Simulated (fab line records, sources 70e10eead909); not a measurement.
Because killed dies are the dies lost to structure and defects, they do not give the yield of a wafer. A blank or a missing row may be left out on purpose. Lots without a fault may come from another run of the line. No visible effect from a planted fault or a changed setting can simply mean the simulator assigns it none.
Which of the tools did it? :: flow nandHarc :: 6 lots with 18 wafers sampled at 5 steps, on a route of 1302 steps

WHAT THE GAUGES READ, wafer by wafer
NHARC_END_SORT_01.
lot: L932
measured: day 28 09:15
on: prober-02
killedAtArray: 65

EACH LOT AND THE TOOL THAT RAN IT (in order: tool; ch and the chambers of the sampled wafers; start)
lot: L926
NHARC_A_SLIT_DESCUM_14: rieDiel-12 ch 1,3, day 21 03:55
NHARC_A_WL_FILL_RTA_01: rtpAnneal-01 ch 0, day 21 17:23
NHARC_A_WL_FILL_ETCHBACK_17: rieMetal-01 ch 0,1, day 22 05:06
NHARC_A_WL_FILL_CMP_12: cmp-02 ch 0,1,2, day 22 11:05

lot: L932
NHARC_A_SLIT_DESCUM_14: rieDiel-12 ch 0,2,3, day 23 21:51
NHARC_A_WL_FILL_RTA_01: rtpAnneal-01 ch 0, day 24 10:44
NHARC_A_WL_FILL_ETCHBACK_17: rieMetal-01 ch 1, day 24 22:17
NHARC_A_WL_FILL_CMP_12: cmp-03 ch 1,2,3, day 25 04:07

lot: L939
NHARC_A_SLIT_DESCUM_14: rieDiel-08 ch 0,1,3, day 26 21:58
NHARC_A_WL_FILL_RTA_01: rtpAnneal-01 ch 0, day 27 11:11
NHARC_A_WL_FILL_ETCHBACK_17: rieMetal-03 ch 0,1, day 27 22:49
NHARC_A_WL_FILL_CMP_12: cmp-02 ch 1,2,3, day 28 04:36

lot: L941
NHARC_A_SLIT_DESCUM_14: rieDiel-06 ch 1,2, day 27 15:02
NHARC_A_WL_FILL_RTA_01: rtpAnneal-02 ch 0, day 28 04:26
NHARC_A_WL_FILL_ETCHBACK_17: rieMetal-02 ch 1, day 28 16:02
NHARC_A_WL_FILL_CMP_12: cmp-03 ch 0,3, day 28 21:49

lot: L942
NHARC_A_SLIT_DESCUM_14: rieDiel-08 ch 0,1,3, day 28 08:35
NHARC_A_WL_FILL_RTA_01: rtpAnneal-02 ch 0, day 29 01:22
NHARC_A_WL_FILL_ETCHBACK_17: rieMetal-01 ch 0,1, day 29 12:19
NHARC_A_WL_FILL_CMP_12: cmp-04 ch 1,2,3, day 29 17:24

lot: L945
NHARC_A_SLIT_DESCUM_14: rieDiel-08 ch 0,1, day 29 10:28
NHARC_A_WL_FILL_RTA_01: rtpAnneal-02 ch 0, day 30 00:02
NHARC_A_WL_FILL_ETCHBACK_17: rieMetal-01 ch 0,1, day 30 13:53
NHARC_A_WL_FILL_CMP_12: cmp-02 ch 1,2,3, day 30 19:45
- NHARC_A_SLIT_DESCUM_14: chemistry O2, time 3 s.
- NHARC_A_WL_FILL_RTA_01: time 5 s.
- NHARC_A_WL_FILL_ETCHBACK_17: etches the open film in Cl2/BCl3, target depth 4 nm, time 26.7 s.
- NHARC_A_WL_FILL_CMP_12: polishes, t overpolish 30 s, target thk 100 nm.

THE ANSWER, worked out from the rows above alone
Rule: the lots themselves supply what counts as usual. The widest of any qualifying gaps counts: lots, ordered by their means at a reading, are off when they make up no more than a third of the lots, leave a main group of 4 or more, and stand apart from it by 3 or more times the standard deviation of that group's means. If all means in a main group match to the digits the tables above print for the reading, that group is not used. A lot without any number at a reading at which 4 lots or more have one is off too. Any other lot the step has rows for is counted as sound.
Nothing can be told from this: no lot is off at any reading shown.

WHAT THE SIMULATOR HAD INSERTED
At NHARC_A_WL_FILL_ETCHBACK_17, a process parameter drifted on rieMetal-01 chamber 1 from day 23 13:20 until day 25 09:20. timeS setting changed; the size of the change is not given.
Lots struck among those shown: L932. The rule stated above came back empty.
